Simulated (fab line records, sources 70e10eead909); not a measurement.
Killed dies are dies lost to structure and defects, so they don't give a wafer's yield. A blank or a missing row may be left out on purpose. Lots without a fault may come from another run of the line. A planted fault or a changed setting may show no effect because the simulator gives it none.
fab line records | flow nand_harc
record lots=14 wafers=42 last_day=35
route steps=1302 shown P_CONTACT@217 THIN_TSV@1265 END@1302
lots that met no fault: from a run of the same line without faults
start_h: hours from the record's first day to the start of the lot's first wafer shown | wait_h: hours since the lot's step before | " the same as in the row above | L1.1+2: a row that stands for several wafers | - no value, or no start given | * or withheld: withheld | < > ~ a bound
route shown NAME@n: a module of which the file shows steps, and the number in the route of the first | usual: mean/standard deviation of fault-free wafers | same: alike in all rows | chamber/n: place in a boat | sites: the reading at each site | _std_site: their standard deviation | _edge_site: outer sites' mean less inner sites' | radius_mm: how far each site lies from the wafer's centre | mask NAME#n: copy n | behind: the tool/chamber that last shaped the wafer | hold: why the lot was held/for how many hours/how that ended | device: the transistor (n, p or np) that didn't switch | end of line: the same wafers' tests at the end of the route | a step without rows: its recipe alone | killed: dies lost to structure and defects at the first sort, not the wafer's yield | map: a wafer's dies, x killed, . not, _ none there
set.NAME: the setting as run; set.NAME@STEP: as run at that earlier step | model.NAME: the simulator's own value behind a step, which no gauge read
steps of the route over a sample of lots; a table a step, a row a wafer
services: from which hour (start_h, from the record's first day; less than 0 if before it) a tool's chamber was out of use, for how many hours, and why
## steps
# step NHARC_P_CONTACT_DEP_30
# recipe target_thk_a=300 temp_c=400 target_thk_nm=30 flow_sccm=200 rf_w=450 material=SiNx
# usual heater_power_w=725/130
# columns lot.wafer tool chamber start_h wait_h heater_power_w
L297.2 pecvd-02 2 116.50 0.1 816
L297.5 " 2 " " 833
L297.6 " 0 " " 918
L298.3 pecvd-02 1 123.41 0.1 742
L298.4 " 0 " " 956
L298.6 " 1 " " 749
L300.3 pecvd-02 1 146.31 0.1 718
L300.2 " 2 " " 815
L300.1 " 0 " " 930
L301.2 pecvd-01 2 153.98 0.1 783
L301.1 " 0 " " 777
L301.3 " 1 " " 620
L302.2 pecvd-01 1 169.00 0.1 665
L302.4 " 2 " " 706
L302.5 " 0 " " 711
L303.2 pecvd-01 0 178.28 0.1 811
L303.1 " 1 " " 658
L303.5 " 0 " " 808
L304.1 pecvd-02 1 182.55 0.1 680
L304.4 " 1 " " 685
L304.5 " 2 " " 785
L307.2 pecvd-02 0 218.99 0.3 904
L307.4 " 1 " " 654
L307.6 " 0 " " 912
L308.3 pecvd-01 0 223.10 0.1 686
L308.6 " 0 " " 684
L308.5 " 1 " " 676
L313.2 pecvd-02 1 276.40 0.1 797
L313.3 " 2 " " 847
L313.6 " 1 " " 773
L314.1 pecvd-02 2 285.10 0.1 881
L314.4 " 1 " " 732
L314.5 " 2 " " 861
L316.3 pecvd-03 0 308.48 0.1 597
L316.6 " 0 " " 577
L316.5 " 2 " " 583
L317.2 pecvd-03 2 314.24 0.1 517
L317.5 " 0 " " 520
L317.4 " 1 " " 568
L318.3 pecvd-03 0 331.30 0.2 558
L318.5 " 1 " " 624
L318.6 " 2 " " 561
# step NHARC_THIN_TSV_STRIP_45
# recipe power_w=1500 temp_c=250 chemistry=O2
# usual drypump_motor_current_A=5.5/0.53 heater_power_w=342/14
# columns lot.wafer tool chamber start_h wait_h drypump_motor_current_A heater_power_w rf_hours_counter_h
L297.2 plasma_asher-01 0 564.56 0.1 5.7 324 6
L297.6 " 1 " " 6.2 353 -
L297.5 " 0 " " 5.7 332 -
L298.4 plasma_asher-01 0 565.72 0.2 5.7 324 -
L298.3 " 1 " " 6.2 368 -
L298.6 " 1 " " 6.1 360 -
L300.2 plasma_asher-01 0 568.88 0.1 5.7 332 7
L300.1 " 1 " " 6.2 355 7
L300.3 " 1 " " 6.2 356 -
L301.1 plasma_asher-02 1 579.59 0.1 5.2 332 29
L301.2 " 0 " " 4.8 336 29
L301.3 " 0 " " 4.8 333 -
L304.1 plasma_asher-01 0 606.50 0.5 5.7 328 16
L304.4 " 1 " " 6.2 361 -
L304.5 " 1 " " 6.2 362 -
L303.1 plasma_asher-02 0 612.86 0.1 4.8 350 0
L303.2 " 1 " " 5.2 337 0
L303.5 " 0 " " 4.8 349 -
L302.2 plasma_asher-02 0 614.00 0.1 4.8 343 1
L302.4 " 0 " " 4.7 337 -
L302.5 " 1 " " 5.2 328 -
L308.3 plasma_asher-01 1 646.82 0.2 6.2 358 -
L308.6 " 1 " " 6.1 355 -
L308.5 " 0 " " 5.7 334 -
L307.2 plasma_asher-01 0 648.09 0.1 5.7 330 24
L307.4 " 1 " " 6.2 359 -
L307.6 " 0 " " 5.7 328 -
L313.2 plasma_asher-02 1 702.81 0.1 5.2 336 18
L313.3 " 1 " " 5.2 332 -
L313.6 " 0 " " 4.8 350 -
L314.1 plasma_asher-02 0 717.79 0.1 4.8 332 22
L314.4 " 1 " " 5.2 328 -
L314.5 " 1 " " 5.2 335 -
L317.2 plasma_asher-01 0 734.67 0.1 5.7 334 6
L317.4 " 0 " " 5.7 338 -
L317.5 " 1 " " 6.2 356 -
L316.3 plasma_asher-02 0 760.18 0.2 4.8 340 -
L316.6 " 0 " " 4.8 342 -
L316.5 " 1 " " 5.2 327 -
L318.3 plasma_asher-02 0 809.89 0.2 4.8 338 -
L318.6 " 0 " " 4.8 348 -
L318.5 " 1 " " 5.2 322 -
# step NHARC_THIN_TSV_DEGAS_53
# recipe temp_c=300 time_s=60
# usual heater_power_w=465/45
# columns lot.wafer tool chamber start_h wait_h heater_power_w
L297.2 pvd_sputter-03 - 568.26 0.1 506
L297.6 " - " " 447
L297.5 " - " " 500
L298.3 pvd_sputter-02 - 569.38 0.1 442
L298.4 " - " " 496
L298.6 " - " " 438
L300.1 pvd_sputter-02 - 572.80 0.1 462
L300.3 " - " " 437
L300.2 " - " " 508
L301.3 pvd_sputter-03 - 583.41 0.1 432
L301.1 " - " " 460
L301.2 " - " " 505
L304.4 pvd_sputter-03 - 610.23 0.1 443
L304.1 " - " " 425
L304.5 " - " " 490
L303.1 pvd_sputter-03 - 616.66 0.1 492
L303.2 " - " " 414
L303.5 " - " " 438
L302.4 pvd_sputter-02 - 617.67 0.1 513
L302.2 " - " " 463
L302.5 " - " " 440
L308.3 pvd_sputter-03 - 650.52 0.1 496
L308.5 " - " " 489
L308.6 " - " " 440
L307.2 pvd_sputter-01 - 651.83 0.1 388
L307.4 " - " " 537
L307.6 " - " " 393
L313.3 pvd_sputter-01 - 706.76 0.1 408
L313.2 " - " " 533
L313.6 " - " " 466
L314.4 pvd_sputter-01 - 721.51 0.1 459
L314.1 " - " " 539
L314.5 " - " " 409
L317.2 pvd_sputter-01 - 738.41 0.1 524
L317.4 " - " " 381
L317.5 " - " " 418
L316.3 pvd_sputter-02 - 763.81 0.1 495
L316.6 " - " " 478
L316.5 " - " " 413
L318.3 pvd_sputter-02 - 813.78 0.1 501
L318.5 " - " " 488
L318.6 " - " " 404
# step NHARC_THIN_TSV_PRE_CLEAN_54
# recipe time_s=30 temp_c=280 gas=H2/He
# usual heater_power_w=409/40
# columns lot.wafer tool chamber start_h wait_h heater_power_w
L297.2 pvd_sputter-03 - 568.32 0.1 435
L297.5 " - " " 440
L297.6 " - " " 383
L298.4 pvd_sputter-02 - 569.45 0.0 441
L298.3 " - " " 454
L298.6 " - " " 420
L300.1 pvd_sputter-02 - 572.87 0.1 409
L300.2 " - " " 390
L300.3 " - " " 442
L301.3 pvd_sputter-03 - 583.49 0.1 378
L301.2 " - " " 436
L301.1 " - " " 395
L304.4 pvd_sputter-03 - 610.31 0.1 436
L304.1 " - " " 386
L304.5 " - " " 446
L303.2 pvd_sputter-03 - 616.75 0.0 387
L303.1 " - " " 453
L303.5 " - " " 388
L302.2 pvd_sputter-02 - 617.75 0.0 449
L302.4 " - " " 428
L302.5 " - " " 386
L308.3 pvd_sputter-03 - 650.63 0.1 433
L308.5 " - " " 393
L308.6 " - " " 433
L307.2 pvd_sputter-01 - 651.92 0.1 468
L307.4 " - " " 343
L307.6 " - " " 409
L313.3 pvd_sputter-01 - 706.82 0.1 363
L313.2 " - " " 406
L313.6 " - " " 454
L314.4 pvd_sputter-01 - 721.60 0.1 410
L314.1 " - " " 458
L314.5 " - " " 345
L317.2 pvd_sputter-01 - 738.49 0.1 471
L317.4 " - " " 406
L317.5 " - " " 368
L316.3 pvd_sputter-02 - 763.90 0.1 374
L316.6 " - " " 436
L316.5 " - " " 430
L318.3 pvd_sputter-02 - 813.84 0.1 431
L318.5 " - " " 487
L318.6 " - " " 432
# step NHARC_END_SORT_01
# recipe temp_c=25
# usual killed_at_array=62/22 killed_at_other=1.0/1.4 killed_at_periphery=4.2/2.8 killed_dies=67/23 killed_open=3.1/1.7 killed_short=2.1/1.5
# same gross_dies=677
# columns lot.wafer tool chamber start_h wait_h killed_at_array killed_at_other killed_at_periphery killed_dies killed_open killed_short
L313.2 prober-02 0 718.45 2.8 43 3 104 150 4 2
L313.3 prober-02 0 719.24 3.1 45 2 97 144 2 4
L313.6 prober-02 0 721.60 3.9 45 1 98 144 5 2
L314.1 prober-01 0 731.63 2.5 30 0 85 115 2 2
L314.4 prober-01 0 734.02 3.4 26 0 99 125 4 0
L314.5 prober-01 0 734.81 3.7 29 0 84 113 4 2
# killed by level:class
L313.2 P_CONTACT:unspecified=93 A_CHANNEL_HOLE_D1:chamber_film_flake=22 P_CONTACT:chamber_film_flake=7 A_CONTACT:chamber_film_flake=7 A_SLIT:chamber_film_flake=6 THIN_TSV:chamber_film_flake=3 A_STAIRCASE:chamber_film_flake=3 P_GATE:chamber_film_flake=2
L313.3 P_CONTACT:unspecified=87 A_CHANNEL_HOLE_D1:chamber_film_flake=27 A_CONTACT:chamber_film_flake=8 P_CONTACT:chamber_film_flake=6 P_GATE:chamber_film_flake=2 A_STAIRCASE:chamber_film_flake=2 A_SLIT:chamber_film_flake=2 THIN_TSV:chamber_film_flake=2
L313.6 P_CONTACT:unspecified=95 A_CHANNEL_HOLE_D1:chamber_film_flake=26 A_CONTACT:chamber_film_flake=5 A_SLIT:chamber_film_flake=3 A_BLC:geometric_particle:open=2 P_CONTACT:chamber_film_flake=2 A_ONON_D1:geometric_particle:open=1 A_CHANNEL_FILL_D1:geometric_particle:short=1
L314.1 P_CONTACT:unspecified=84 A_CHANNEL_HOLE_D1:chamber_film_flake=12 A_SLIT:chamber_film_flake=5 A_CONTACT:chamber_film_flake=3 A_CHANNEL_FILL_D2:chamber_film_flake=2 A_STAIRCASE:chamber_film_flake=2 A_ONON_D1:geometric_particle:open=1 A_ONON_D1:geometric_particle:short=1
L314.4 P_CONTACT:unspecified=98 A_CHANNEL_HOLE_D1:chamber_film_flake=7 A_SLIT:chamber_film_flake=6 A_CONTACT:chamber_film_flake=3 A_STAIRCASE:chamber_film_flake=3 A_CHANNEL_HOLE_D1:geometric_particle:open=1 A_SLIT:geometric_particle:open=1 A_CONTACT:geometric_particle:open=1
L314.5 P_CONTACT:unspecified=83 A_CHANNEL_HOLE_D1:chamber_film_flake=7 A_SLIT:chamber_film_flake=5 A_ZERO_WELL:chamber_film_flake=2 A_CHANNEL_FILL_D1:chamber_film_flake=2 A_DECK1_JOINT:chamber_film_flake=2 A_STAIRCASE:chamber_film_flake=2 A_CONTACT:chamber_film_flake=2
## services
# columns tool chamber start_h hours kind
pvd_sputter-02 - 104.05 10.0 pm
pvd_sputter-01 - 122.92 8.7 repair
pecvd-02 0 153.90 4.2 repair
plasma_asher-01 - 165.53 9.0 pm
pvd_sputter-03 - 168.65 0.8 repair
pvd_sputter-03 - 170.06 10.0 pm
pecvd-02 0 177.96 21.5 repair
pecvd-02 2 190.80 22.0 repair
pvd_sputter-01 - 226.00 10.0 pm
pvd_sputter-01 - 244.15 6.5 repair
pvd_sputter-02 - 282.05 10.0 pm
pvd_sputter-03 - 286.18 9.4 repair
pvd_sputter-03 - 348.07 10.0 pm
pvd_sputter-01 - 404.00 10.0 pm
pvd_sputter-01 - 441.79 2.3 repair
pvd_sputter-02 - 460.05 10.0 pm
pvd_sputter-02 - 483.97 2.9 repair
pvd_sputter-03 - 526.07 10.0 pm
pvd_sputter-01 - 531.01 2.9 repair
pvd_sputter-02 - 638.05 10.0 pm
pvd_sputter-03 - 664.59 1.8 repair
pvd_sputter-03 - 704.07 10.0 pm
pvd_sputter-02 - 743.91 4.0 repair
pvd_sputter-01 - 760.06 10.0 pm
## key
first_sign step=NHARC_END_SORT_01 reading=killed_at_periphery direction=up sigmas=33 usual=4.2 struck=94.5
effect step=NHARC_END_SORT_01 reading=killed_dies direction=up sigmas=2.8 usual=67 struck=132
more_kills_born_at NHARC_P_CONTACT_DEP_30@pecvd-02=540
met_at NHARC_P_CONTACT_DEP_30
struck_lots L313,L314
tester_left_out L313,L314
not_acting_at NHARC_THIN_TSV_STRIP_45,NHARC_THIN_TSV_DEGAS_53,NHARC_THIN_TSV_PRE_CLEAN_54
onset_between 218.99 276.40
fault kind=chamber_particle_source tool=pecvd-02 chamber=- onset_h=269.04 steps=NHARC_P_CONTACT_DEP_30 rate_per_visit_cm2=2.1931 end_h=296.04
# tester_left_out: of these lots the tester's yield and bins aren't shown, on N5 and GAA mostly nor the transistor test; their killed dies are dies lost to structure and defects alone, not to doping, threshold or leakage, so they don't give the yield
